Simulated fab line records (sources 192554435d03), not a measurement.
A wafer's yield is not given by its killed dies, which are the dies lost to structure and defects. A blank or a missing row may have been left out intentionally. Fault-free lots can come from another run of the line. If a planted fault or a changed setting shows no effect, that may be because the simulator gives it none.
Split-lot study | flow n5-finfet | route with 1938 steps; 7 lots, 21 wafers read

THE SPLIT
At N5_SD_EPI_N_COAT_32 (time 60 s, resist thk 350 nm), the setting spin-rpm was moved away from the recipe's 1500 rpm on 8 of the 21 wafers read, by -3.1% to +10.8%. This setting was run at the recipe's value on the other wafers.

The reading comes from the split's own step.

THE READING
SOC_of_SD_EPI_N_COAT_32.thk-nm (the simulator's own value, which no gauge read), in nm, at N5_SD_EPI_N_COAT_32 (time 60 s, resist thk 350 nm). The file gives no usual value for it. The 13 wafers here that ran the recipe average 350.9 nm, standard deviation 0.81 nm.

wafer  | tool, chamber at the split | spin-rpm as run, rpm | against the recipe | SOC_of_SD_EPI_N_COAT_32.thk-nm, nm | against lot-mates on the recipe
L074.1 | litho-track-03, 0          | 1457                 | -2.9%              | 356.8                              | +5.0
L074.2 | litho-track-03, 0          | 1500                 | recipe             | 351.8                              | -
L074.3 | litho-track-03, 0          | 1457                 | -2.9%              | 357.4                              | +5.6
L077.3 | litho-track-04, 0          | 1546                 | +3.1%              | 344.2                              | -5.7
L077.4 | litho-track-04, 0          | 1500                 | recipe             | 349.2                              | -
L077.5 | litho-track-04, 0          | 1500                 | recipe             | 350.6                              | -
L078.1 | litho-track-03, 0          | 1500                 | recipe             | 350.6                              | -
L078.3 | litho-track-03, 0          | 1500                 | recipe             | 350.6                              | -
L078.5 | litho-track-03, 0          | 1568                 | +4.5%              | 343                                | -7.6
L080.1 | litho-track-03, 0          | 1592                 | +6.1%              | 340.6                              | -9.8
L080.3 | litho-track-03, 0          | 1592                 | +6.1%              | 340.6                              | -9.8
L080.2 | litho-track-03, 0          | 1500                 | recipe             | 350.4                              | -
L084.4 | litho-track-04, 0          | 1500                 | recipe             | 350.6                              | -
L084.5 | litho-track-04, 0          | 1453                 | -3.1%              | 355.2                              | +4.9
L084.6 | litho-track-04, 0          | 1500                 | recipe             | 350                                | -
L088.1 | litho-track-04, 0          | 1500                 | recipe             | 351.4                              | -
L088.2 | litho-track-04, 0          | 1662                 | +10.8%             | 333.6                              | -18.0
L088.5 | litho-track-04, 0          | 1500                 | recipe             | 351.8                              | -
L096.2 | litho-track-03, 0          | 1500                 | recipe             | 351.2                              | -
L096.3 | litho-track-03, 0          | 1500                 | recipe             | 351.2                              | -
L096.6 | litho-track-03, 0          | 1500                 | recipe             | 352.4                              | -

THE FIT
A straight line over all 21 wafers: SOC_of_SD_EPI_N_COAT_32.thk-nm changes by -1.69 nm for each +1% of spin-rpm; r = -0.99; the points scatter about the line by 0.94 nm.
The same after taking each lot's own level away (the mean of its wafers on the recipe; 21 wafers): -1.67 nm for each +1%; r = -1.00; scatter 0.44 nm.
On that fit, the largest move of spin-rpm shifts the reading by 18 nm.
Measured against the standard deviation above, the lots' own levels, which go from 349.90 to 351.80 nm, span 2.3 times it.
Hence the lot-to-lot level has little effect on the slope; both slopes agree.
Check: for one of the wafers moved furthest among these (+10.8%), held out of the fit, the line's prediction against its lot-mates is -17.9 nm. Against them it came out at -18 nm.

THE OTHER SPLITS THESE WAFERS WENT THROUGH
Note: prior to the reading, these wafers also went through further splits. Each is held against what the fit with the lots' levels taken away leaves over:
other split on the same wafers            | wafers away from the commonest value | r with SOC_of_SD_EPI_N_COAT_32.thk-nm (lot level and that fit taken away)
N5_ZERO_LAYER_EXPOSE_08 dose-mj           | 5                                    | -0.11
N5_ZERO_LAYER_DESCUM_16 time-s            | 7                                    | +0.14
N5_PMOS_HMC_CHANNEL_EPI_HM_DEP_34 time-s  | 7                                    | +0.07
N5_PMOS_HMC_CHANNEL_EPI_PEB_07 peb-time-s | 8                                    | -0.23

THE FILE'S OWN FIT
SOC_of_SD_EPI_N_COAT_32.thk-nm changes by -1.67 nm for each +1% of spin-rpm, r = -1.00.
